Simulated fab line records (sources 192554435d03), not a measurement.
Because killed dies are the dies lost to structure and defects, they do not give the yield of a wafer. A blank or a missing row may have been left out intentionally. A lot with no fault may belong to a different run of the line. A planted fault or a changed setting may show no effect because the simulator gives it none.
A lot that was struck, set against a sound lot + flow n5 finfet + 15 out of 1938 route steps
Sound: wafers L574.1, L574.3, L574.4. Struck: wafer L579.2; the same lot's L579.1 was not struck, so it is left out; see the end for the cause.
Per side, at each step with rows, come the tool, then ch with its chambers, and then its first start. Under that, the readings that differ: sound wafers + struck wafers + difference of the means + sigmas: that difference in standard deviations of wafers without a fault.
alike: a reading whose means differ by less than 2 such deviations, as well as words and numbers matching on both sides. not compared: withheld readings; readings where some wafer has no value; bounds like >300 that might hide an equal value; numbers whose values overlap and for which the record gives no deviation.
Wherever a step has rows on one side only, a row that says differs or no value, or a row with sigmas, the two part there. When numbers do not overlap yet have no deviation, they are printed without sigmas and do not part them. A reading missing from all wafers of one side parts the sides only when that side holds two or more wafers.

first, 8 steps without rows for these wafers: N5_BEOL_M15_COAT_58 (time 60 s, resist thk 89 nm); N5_BEOL_M15_COAT_04 (resist thk 800 nm); N5_BEOL_M15_EBR_06; N5_BEOL_M15_SOFTBAKE_05 (time 60 s); N5_BEOL_M15_EXPOSE_07 (exposes mask V14); N5_BEOL_M15_PEB_08 (peb time 90 s); N5_BEOL_M15_DEVELOP_09 (develop time 45 s); N5_BEOL_M15_HARDBAKE_14 (time 120 s).
N5_BEOL_M15_CD_MEAS_10: target cd 360 nm.
  sound on cd sem-03 ch 0, day 14 00:32; struck on cd sem-01 ch 0, day 15 15:25
  alike: cd nm
N5_BEOL_M15_OVL_MEAS_11:
  sound on overlay-01 ch 0, day 14 00:34; struck on overlay-02 ch 0, day 15 15:27
  alike: V14_OVL
N5_BEOL_M15_INSPECT_12: inspects for defects (macro).
  sound on defect inspect-01, day 14 00:36; struck on defect inspect-01, day 15 15:28
  alike: raw defect count
N5_BEOL_M15_DESCUM_15: chemistry O2, time 7.9 s.
  sound on rie diel-04 ch 0,1,2, day 14 00:38; struck on rie diel-04 ch 3, day 15 15:31
| reading                | sound             | struck | difference | sigmas |
|------------------------|-------------------|--------|------------|--------|
| throttle valve pct (%) | 20.55 20.59 20.23 | 19.77  | -0.69      | -2     |
  alike: chamber pressure mTorr, drypump motor current A, oes product au, rf vpp V, showerhead plenum p Torr
  not compared: rf hours counter h
N5_BEOL_M15_ETCH_59: etches BARC in N2/H2, target depth 89 nm, overetch 26.7 nm, time 67.9 s.
  sound on rie diel-04 ch 0,1,2, day 14 00:40; struck on rie diel-04 ch 3, day 15 15:32
| reading                                    | sound             | struck | difference | sigmas |
|--------------------------------------------|-------------------|--------|------------|--------|
| model.coat_of_BEOL_M15_COAT_04.thk nm (nm) | 716.4 717.6 721.2 | 698.2  | -20.2      |        |
  alike: chamber pressure mTorr, drypump motor current A, oes product au, rf vpp V, showerhead plenum p Torr, throttle valve pct
  not compared: rf hours counter h
N5_BEOL_M15_VIA_ETCH_16: etches SiO2 in C4F8/O2/Ar, target depth 1792.2 nm.
  sound on rie diel-04 ch 0,1,2, day 14 00:43; struck on rie diel-04 ch 3, day 15 15:35
| reading                                    | sound                | struck | difference | sigmas |
|--------------------------------------------|----------------------|--------|------------|--------|
| chamber pressure mTorr (mTorr)             | 19.982 19.991 20.001 | 20.038 | +0.047     | +2     |
| model.coat_of_BEOL_M15_COAT_04.thk nm (nm) | 341.8 326 322.2      | 320.6  | -9.4       |        |
  alike: drypump motor current A, oes_ar_750_au, oes product au, rf vpp V, showerhead plenum p Torr, throttle valve pct
N5_BEOL_M15_STRIP_63: strips in O2.
  sound on rie diel-04 ch 0,1,2; struck on rie diel-04 ch 3
  alike: chamber pressure mTorr, drypump motor current A, oes product au, rf vpp V, showerhead plenum p Torr, throttle valve pct
  not compared: rf hours counter h

WHERE THEY PART
At N5_BEOL_M15_DESCUM_15 first; at N5_BEOL_M15_VIA_ETCH_16 last (within this record only). Later steps at which nothing parts them and some readings are alike: N5_BEOL_M15_STRIP_63.

WHY: the cause the simulator had injected
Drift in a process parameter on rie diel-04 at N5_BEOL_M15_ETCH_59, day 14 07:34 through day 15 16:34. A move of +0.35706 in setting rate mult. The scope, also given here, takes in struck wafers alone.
